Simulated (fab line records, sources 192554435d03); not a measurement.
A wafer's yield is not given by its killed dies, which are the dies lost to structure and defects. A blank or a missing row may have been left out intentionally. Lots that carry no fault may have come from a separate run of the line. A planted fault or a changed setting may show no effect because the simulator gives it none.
Comparing a struck lot with a sound one	flow n5-finfet	42 steps out of a route of 1938
Sound: the wafers L482.2, L482.3, L482.4. Struck: wafer L492.4; the same lot's L492.1 was not struck, so it is left out; see the end for the cause.
At each step with rows: each side's tool, then ch and its chambers, then its first start. Under that, the readings that differ: sound wafers	struck wafers	difference of the means	sigmas: that difference in standard deviations of wafers without a fault.
alike: a reading whose means differ by less than 2 such deviations, as well as words and numbers matching on both sides. not compared: withheld readings; readings where some wafer has no value; bounds like >300 that might hide an equal value; numbers whose values overlap and for which the record gives no deviation.
A row with sigmas, a row that says differs or no value, or rows on one side alone: a step with any of these is where the two part. When numbers do not overlap yet have no deviation, they are printed without sigmas and do not part them. Lack of a reading on every wafer of one side parts them only where that side has two or more wafers.

first, 11 steps without rows for these wafers: N5_GATE_CUT_ETCHBACK_00 (etches W in SF6/Cl2); N5_GATE_CUT_ETCH_56 (etches TiN in Cl2/Ar, target depth 21.6 nm); N5_GATE_CUT_ETCHBACK_30 (etches TiN in Cl2/Ar, target depth 3 nm); N5_GATE_CUT_VAPOR_ETCH_60 (etches HfO2 in BCl3/Cl2); N5_GATE_CUT_ETCH_58 (etches SiNx in CH3F/O2, target depth 17 nm, time 128.6 s); N5_GATE_CUT_STRIP_59 (strips in N2/H2, time 20 s); N5_GATE_CUT_PRECLEAN_31 (cleans in DIW, time 300 s); N5_GATE_CUT_SRD_32 (time 30 s); N5_GATE_CUT_SAC_CAP_01 (material SiNx, target thk 24 nm, pulse time 1 s, ald cycles 480); N5_GATE_CUT_PECVD_57 (deposits SiNx from SiH4/NH3/N2, target thk 21 nm); N5_GATE_CUT_CMP_02 (polishes, stops on SiO2, t overpolish 12.7 s, target thk 0 nm).
N5_GATE_CUT_HM_DEP_46: deposits SiO2 from TEOS/O2, target thk 130 nm, time 26.6 s.
  sound on pecvd-04 ch 0,1,2, day 4 18:58; struck on pecvd-04 ch 2, day 7 05:38
reading	sound	struck	difference	sigmas
model.SiO2_of_GATE_CUT_HM_DEP_46.thk-nm (nm)	127.4 129.8 132.8	73.6	-56.4	
  alike: heater-power-w, showerhead-plenum-p-Torr, showerhead-vpp-V, throttle-valve-pct
  not compared: since-wet-clean-h
then, 15 steps without rows for these wafers: N5_GATE_CUT_COAT_34 (time 60 s, resist thk 60 nm); N5_GATE_CUT_COAT_35 (time 60 s, resist thk 10 nm); N5_GATE_CUT_COAT_27 (time 60 s, resist thk 10 nm); N5_GATE_CUT_COAT_07 (resist thk 30 nm); N5_GATE_CUT_EBR_09; N5_GATE_CUT_SOFTBAKE_08 (time 60 s); N5_GATE_CUT_EXPOSE_10 (exposes mask GATE CUT, target cd 20 nm); N5_GATE_CUT_PEB_11 (peb time 60 s); N5_GATE_CUT_DEVELOP_12 (develop time 30 s); N5_GATE_CUT_DESCUM_18 (chemistry O2, time 7 s); N5_GATE_CUT_ETCH_28 (etches underlayer in N2/H2, target depth 13 nm, time 10.4 s); N5_GATE_CUT_ETCH_36 (etches SiARC in CF4, target depth 13 nm, time 21.7 s); N5_GATE_CUT_ETCH_37 (etches SOC in N2/H2, target depth 60 nm, overetch 12 nm, time 90 s); N5_GATE_CUT_STRIP_38 (strips in N2/H2); N5_GATE_CUT_STRIP_39 (strips in N2/H2).
N5_GATE_CUT_HM_OPEN_40: chemistry C4F6/O2, target SiO2, target depth 139 nm, time 85.1 s.
  sound on rie-diel-01 ch 0,2,3, day 4 19:48; struck on rie-diel-04 ch 0, day 7 06:49
reading	sound	struck	difference	sigmas
etch-rf-on-time-s (s)	92.4 97.1 97.0	53.0	-42.5	-25
rf-hours-counter-h (h)	157 225 142	47	-128	
model.etch.depth-nm (nm)	127.4 129.9 132.9	73.56	-56.51	
model.SOC_of_GATE_CUT_COAT_34.thk-nm (nm)	33.4 32.6 32.2	44.8	+12.1	
model.GATE_CUT.cd-nm (nm)	20 20 20.4	19.6	-0.5	
  alike: drypump-motor-current-A, oes-product-au, rf-vpp-V, showerhead-plenum-p-Torr, throttle-valve-pct
then, 2 steps without rows for these wafers: N5_GATE_CUT_STRIP_41 (strips in CF4); N5_GATE_CUT_STRIP_42 (strips in O2).
N5_GATE_CUT_ETCH_19: etches SiNx in CH3F/O2, target depth 53.7 nm, time 76.7 s.
  sound on rie-diel-01 ch 0,2,3, day 4 19:55; struck on rie-diel-04 ch 0, day 7 06:57
reading	sound	struck	difference	sigmas
rf-hours-counter-h (h)	157 225 142	47	-128	
model.GATE_CUT.cd-nm (nm)	20 20 20.2	19.6	-0.5	
  alike: drypump-motor-current-A, etch-rf-on-time-s, oes-product-au, rf-vpp-V, showerhead-plenum-p-Torr, throttle-valve-pct
then, 7 steps without rows for these wafers: N5_GATE_CUT_CUT_ETCH_53 (etches W in SF6/Cl2, target depth 79.2 nm); N5_GATE_CUT_CUT_ETCH_54 (etches TiN in Cl2/BCl3, target depth 96.7 nm); N5_GATE_CUT_CUT_ETCH_55 (etches HfO2 in BCl3, target depth 3.2 nm); N5_GATE_CUT_ETCH_47 (etches SiO2 in Cl2/BCl3, target depth 10 nm); N5_GATE_CUT_VAPOR_ETCH_48 (etches TiN in BCl3/Cl2); N5_GATE_CUT_VAPOR_ETCH_49 (etches TiAlC in BCl3/Cl2); N5_GATE_CUT_VAPOR_ETCH_51 (etches HfO2 in BCl3/Cl2).
N5_GATE_CUT_THK_MEAS_24:
  sound: film-metro-01 at day 4 22:22; struck: film-metro-01 at day 7 09:17
reading	sound	struck	difference	sigmas
GC_FILL_THK (nm)	217.3 220.8 222.3	163.8	-56.3	-28
N5_GATE_CUT_CMP_43: polishes SiO2.
  sound on cmp-03 ch 0,1,2, day 4 22:29; struck on cmp-02 ch 0, day 7 09:19
reading	sound	struck	difference	sigmas
model.SiO2_of_GATE_CUT_HM_DEP_46.thk-nm (nm)	4.8 5 5.2	2.2	-2.8	
  alike: motor-current-A
-- here the record skips 6 days between the struck wafers' starts before and after, leaving off in module GATE_CUT and picking up in module BEOL_M4 (first step shown: number 1111 of the route) --
N5_BEOL_M4_RC_MEAS_101:
  sound on prober-02 ch 0, day 9 16:38; struck on prober-02 ch 0, day 13 04:47
  alike: DIBL_N, DIBL_P, IOFF_N, IOFF_P, ION_N, ION_P, SS_N, SS_P, VT_N, VT_P
after that, 1 step had no rows for these wafers: N5_PASSIVATION_PROBE_49.

== WHERE THEY PART ==
First at N5_GATE_CUT_HM_OPEN_40; last, within this record, at N5_GATE_CUT_THK_MEAS_24. Later steps at which nothing parts them and some readings are alike: N5_GATE_CUT_CMP_43, N5_BEOL_M4_RC_MEAS_101.

WHY: whatever the simulator had introduced
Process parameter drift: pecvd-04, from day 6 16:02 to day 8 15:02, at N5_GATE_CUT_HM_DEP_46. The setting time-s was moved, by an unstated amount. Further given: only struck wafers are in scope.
